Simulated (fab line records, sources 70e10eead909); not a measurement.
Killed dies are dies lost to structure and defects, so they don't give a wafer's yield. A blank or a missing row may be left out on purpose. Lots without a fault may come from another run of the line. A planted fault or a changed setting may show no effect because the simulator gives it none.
fab line records | flow nand_harc
record lots=14 wafers=42 last_day=33
route steps=1302 shown P_GATE@169 THIN_TSV@1267 END@1302
lots that met no fault: from a run of the same line without faults
start_h: hours from the record's first day to the start of the lot's first wafer shown | wait_h: hours since the lot's step before | " the same as in the row above | L1.1+2: a row that stands for several wafers | - no value, or no start given | * or withheld: withheld | < > ~ a bound
route shown NAME@n: a module of which the file shows steps, and the number in the route of the first | usual: mean/standard deviation of fault-free wafers | same: alike in all rows | chamber/n: place in a boat | sites: the reading at each site | _std_site: their standard deviation | _edge_site: outer sites' mean less inner sites' | radius_mm: how far each site lies from the wafer's centre | mask NAME#n: copy n | behind: the tool/chamber that last shaped the wafer | hold: why the lot was held/for how many hours/how that ended | device: the transistor (n, p or np) that didn't switch | end of line: the same wafers' tests at the end of the route | a step without rows: its recipe alone | killed: dies lost to structure and defects at the first sort, not the wafer's yield | map: a wafer's dies, x killed, . not, _ none there
set.NAME: the setting as run; set.NAME@STEP: as run at that earlier step | model.NAME: the simulator's own value behind a step, which no gauge read
steps of the route over a sample of lots; a table a step, a row a wafer
services: from which hour (start_h, from the record's first day; less than 0 if before it) a tool's chamber was out of use, for how many hours, and why
## steps
# step NHARC_P_GATE_DEVELOP_45
# recipe time_s=70
# columns lot.wafer tool chamber start_h wait_h
L282.2+3+5 litho_track-07 0 111 -
L283.2+3+5 litho_track-07 0 122 -
L285.2+4+6 litho_track-03 0 146 -
L286.3+4+5 litho_track-07 0 148 -
L287.2+5+6 litho_track-02 0 160 -
L290.2+4+5 litho_track-03 0 188 -
L291.2+3+4 litho_track-03 0 206 -
L298.4+5+6 litho_track-03 0 268 -
L300.3+4+5 litho_track-03 0 285 -
L301.1+5+6 litho_track-03 0 296 -
L302.1+3+6 litho_track-03 0 301 -
L303.1+4+5 litho_track-02 0 319 -
L304.2+4+5 litho_track-03 0 327 -
L305.1+3+5 litho_track-03 0 336 -
# step NHARC_THIN_TSV_DEP_47
# recipe target_thk_a=2000 temp_c=withheld pressure_torr=6.5 rf_w=900 teos_flow_sccm=161.4 flow_sccm=2650 target_thk_nm=200 gas=O2 material=SiO2
# usual throttle_valve_pct=16.3/0.74
# columns lot.wafer tool chamber start_h wait_h throttle_valve_pct
L282.3 pecvd-03 0 543.84 - 15.4
L282.2 " 1 " " 17.1
L282.5 " 0 " " 15.1
L283.3 pecvd-02 2 549.32 - 16.4
L283.2 " 0 " " 17.1
L283.5 " 0 " " 17.3
L287.2 pecvd-02 2 588.22 - 16.0
L287.6 " 0 " " 17.1
L287.5 " 2 " " 16.5
L285.2 pecvd-03 1 589.39 - 16.5
L285.6 " 2 " " 16.6
L285.4 " 1 " " 16.7
L286.3 pecvd-03 2 594.73 - 17.1
L286.5 " 1 " " 16.8
L286.4 " 2 " " 16.8
L298.6 pecvd-01 2 707.82 - 15.9
L298.5 " 0 " " 16.5
L298.4 " 1 " " 15.5
L301.1 pecvd-01 0 724.87 - 16.4
L301.6 " 0 " " 16.6
L301.5 " 2 " " 15.8
L300.3 pecvd-02 1 726.08 - 17.3
L300.4 " 0 " " 17.1
L300.5 " 1 " " 16.9
L302.3 pecvd-02 2 748.41 - 15.4
L302.1 " 0 " " 17.0
L302.6 " 2 " " 15.2
L303.1 pecvd-01 2 757.74 - 16.0
L303.4 " 2 " " 16.1
L303.5 " 0 " " 16.7
L305.3 pecvd-02 2 762.00 - 15.5
L305.1 " 0 " " 17.2
L305.5 " 0 " " 17.1
L304.2 pecvd-03 1 772.35 - 16.8
L304.5 " 1 " " 16.1
L304.4 " 0 " " 15.1
# step NHARC_THIN_TSV_DEGAS_53
# recipe temp_c=300 time_s=60
# usual heater_power_w=463/47
# columns lot.wafer tool chamber start_h wait_h heater_power_w
L282.3 pvd_sputter-01 - 546.76 0.1 532
L282.2 " - " " 440
L282.5 " - " " 520
L283.2 pvd_sputter-03 - 552.23 0.1 554
L283.3 " - " " 443
L283.5 " - " " 433
L287.2 pvd_sputter-02 - 591.20 0.1 378
L287.5 " - " " 372
L287.6 " - " " 497
L285.2 pvd_sputter-02 - 592.24 0.1 453
L285.4 " - " " 370
L285.6 " - " " 480
L286.3 pvd_sputter-03 - 597.59 0.1 443
L286.4 " - " " 487
L286.5 " - " " 440
L298.4 pvd_sputter-02 - 710.63 0.1 450
L298.5 " - " " 492
L298.6 " - " " 450
L301.1 pvd_sputter-01 - 727.95 0.1 435
L301.6 " - " " 451
L301.5 " - " " 430
L300.4 pvd_sputter-01 - 728.96 0.1 436
L300.3 " - " " 423
L300.5 " - " " 433
L302.1 pvd_sputter-03 - 754.06 0.1 574
L302.3 " - " " 440
L302.6 " - " " 417
L303.1 pvd_sputter-01 - 760.83 0.1 527
L303.4 " - " " 452
L303.5 " - " " 436
L305.1 pvd_sputter-02 - 765.03 0.1 390
L305.3 " - " " 452
L305.5 " - " " 392
L304.2 pvd_sputter-01 - 778.17 0.1 449
L304.4 " - " " 422
L304.5 " - " " 445
# step NHARC_THIN_TSV_CD_MEAS_37
# usual cd_nm=5001.3/2.9
# columns lot.wafer tool chamber start_h wait_h cd_nm
L282.2 cd_sem-02 - 549.46 - 4997.6
L282.3 " - " " 4997.9
L282.5 " - " " 4996.1
L283.2 cd_sem-03 - 554.81 - 5001.1
L283.3 " - " " 5002.5
L283.5 " - " " 5000.4
L287.2 cd_sem-03 - 594.04 - 4999.1
L287.5 " - " " 5002.5
L287.6 " - " " 5000.8
L285.2 cd_sem-01 - 594.81 - 5003.9
L285.4 " - " " 4997.0
L285.6 " - " " 5001.4
L286.3 cd_sem-03 - 600.07 - 5005.0
L286.4 " - " " 4999.8
L286.5 " - " " 5004.3
L298.4 cd_sem-01 - 713.09 - 4998.0
L298.5 " - " " 5001.6
L298.6 " - " " 4997.8
L301.1 cd_sem-02 - 730.39 - 5003.8
L301.5 " - " " 5000.9
L301.6 " - " " 5001.6
L300.3 cd_sem-02 - 731.56 - 4998.2
L300.4 " - " " 5002.5
L300.5 " - " " 5004.4
L302.1 cd_sem-01 - 756.70 - 4995.9
L302.3 " - " " 5000.5
L302.6 " - " " 5000.2
L303.1 cd_sem-02 - 763.40 - 4999.6
L303.4 " - " " 4999.2
L303.5 " - " " 5003.6
L305.1 cd_sem-01 - 767.69 - 4999.8
L305.3 " - " " 5000.8
L305.5 " - " " 5002.0
L304.2 cd_sem-03 - 780.74 - 5006.9
L304.4 " - " " 5002.0
L304.5 " - " " 5005.5
# step NHARC_END_SORT_01
# recipe temp_c=25
# usual killed_at_array=53/20 killed_at_other=1/1.2 killed_at_periphery=3.7/2.6 killed_dies=58/20 killed_open=3.5/1.8 killed_short=2.4/1.7
# same gross_dies=677
# columns lot.wafer tool chamber start_h wait_h killed_at_array killed_at_other killed_at_periphery killed_dies killed_open killed_short
L290.2 prober-02 0 646.45 2.8 76 1 600 677 3 6
L290.4 prober-02 0 648.02 3.4 73 0 604 677 3 4
L290.5 prober-02 0 648.81 3.6 82 0 595 677 7 3
L291.2 prober-01 0 654.16 2.8 55 1 621 677 6 0
L291.3 prober-01 0 654.96 3.1 37 2 638 677 0 4
L291.4 prober-01 0 655.75 3.4 58 3 616 677 4 1
# killed by level:class
L290.2 P_GATE:area_develop=597 A_CHANNEL_HOLE_D2:chamber_film_flake=36 A_CHANNEL_HOLE_D1:chamber_film_flake=29 A_STAIRCASE:chamber_film_flake=3 A_ONON_D2:geometric_particle:short=2 A_WL_FILL:geometric_particle:short=2 P_GATE:geometric_particle:open=1 P_CONTACT:geometric_particle:open=1
L290.4 P_GATE:area_develop=603 A_CHANNEL_HOLE_D1:chamber_film_flake=28 A_CHANNEL_HOLE_D2:chamber_film_flake=25 A_STAIRCASE:chamber_film_flake=3 A_CONTACT:chamber_film_flake=3 A_ZERO_WELL:chamber_film_flake=2 A_CHANNEL_FILL_D1:chamber_film_flake=2 A_SLIT:chamber_film_flake=2
L290.5 P_GATE:area_develop=591 A_CHANNEL_HOLE_D1:chamber_film_flake=40 A_CHANNEL_HOLE_D2:chamber_film_flake=27 A_CONTACT:chamber_film_flake=3 P_CONTACT:geometric_particle:open=2 A_ONON_D2:geometric_particle:open=2 A_CONTACT:geometric_particle:open=2 P_ZERO_WELL:chamber_film_flake=2
L291.2 P_GATE:area_develop=620 A_SLIT:chamber_film_flake=29 A_STAIRCASE:chamber_film_flake=6 A_CHANNEL_HOLE_D2:chamber_film_flake=5 A_CHANNEL_FILL_D2:chamber_film_flake=3 A_CONTACT:chamber_film_flake=3 A_CHANNEL_HOLE_D1:chamber_film_flake=2 A_ONON_D1:geometric_particle:open=1
L291.3 P_GATE:area_develop=636 A_SLIT:chamber_film_flake=10 A_CHANNEL_HOLE_D2:chamber_film_flake=7 A_CHANNEL_FILL_D2:chamber_film_flake=6 A_CHANNEL_HOLE_D1:chamber_film_flake=5 A_STAIRCASE:chamber_film_flake=3 P_M2:chamber_film_flake=2 THIN_TSV:chamber_film_flake=2
L291.4 P_GATE:area_develop=615 A_SLIT:chamber_film_flake=24 A_CHANNEL_HOLE_D2:chamber_film_flake=11 A_CHANNEL_FILL_D2:chamber_film_flake=6 A_STAIRCASE:chamber_film_flake=5 A_CHANNEL_HOLE_D1:chamber_film_flake=4 THIN_TSV:chamber_film_flake=3 A_ONON_D1:geometric_particle:short=1
## services
# columns tool chamber start_h hours kind
litho_track-03 - 100.00 7.0 pm
pvd_sputter-02 - 104.00 10.0 pm
pvd_sputter-01 - 225.24 3.9 repair
pecvd-02 - 227.00 13.0 pm
pvd_sputter-01 - 229.17 10.0 pm
pvd_sputter-01 - 253.70 4.3 repair
litho_track-03 - 275.00 7.0 pm
pecvd-02 - 288.22 0.7 repair
pecvd-02 0 293.24 2.4 repair
pecvd-02 - 353.08 0.7 repair
pvd_sputter-01 - 405.91 4.1 repair
pecvd-02 - 408.00 13.0 pm
pecvd-02 - 425.61 1.2 repair
pvd_sputter-01 - 431.13 5.6 repair
litho_track-03 - 450.00 7.0 pm
pecvd-02 - 511.44 2.5 repair
pecvd-02 1 587.80 3.9 repair
pvd_sputter-01 - 588.01 10.0 pm
pecvd-02 - 589.00 13.0 pm
litho_track-03 - 625.00 7.0 pm
pvd_sputter-01 - 642.25 21.2 repair
pvd_sputter-01 - 747.46 3.6 repair
pvd_sputter-01 - 766.01 10.0 pm
pecvd-02 - 770.00 13.0 pm
## key
first_sign step=NHARC_END_SORT_01 reading=killed_at_periphery direction=up sigmas=99+ usual=3.7 struck=612.3
effect step=NHARC_END_SORT_01 reading=killed_dies direction=up sigmas=31 usual=58 struck=677
more_kills_born_at NHARC_P_GATE_DEVELOP_45@litho_track-03=3662
met_at NHARC_P_GATE_DEVELOP_45
struck_lots L290,L291
later_rows_left_out L290.2,L290.4,L290.5,L291.2,L291.3,L291.4
tester_left_out L290,L291
not_acting_at NHARC_THIN_TSV_DEP_47,NHARC_THIN_TSV_DEGAS_53,NHARC_THIN_TSV_CD_MEAS_37
onset_between 146 188
fault kind=process_parameter_drift tool=litho_track-03 chamber=- onset_h=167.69 steps=NHARC_P_GATE_DEVELOP_45 channel=time_s offset=* shape=step end_h=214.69 acts_in=* stated=*
# tester_left_out: of these lots the tester's yield and bins aren't shown, on N5 and GAA mostly nor the transistor test; their killed dies are dies lost to structure and defects alone, not to doping, threshold or leakage, so they don't give the yield
# later_rows_left_out: the simulator's readings of these wafers behind a module that went badly wrong aren't trusted and aren't shown, but for the sort
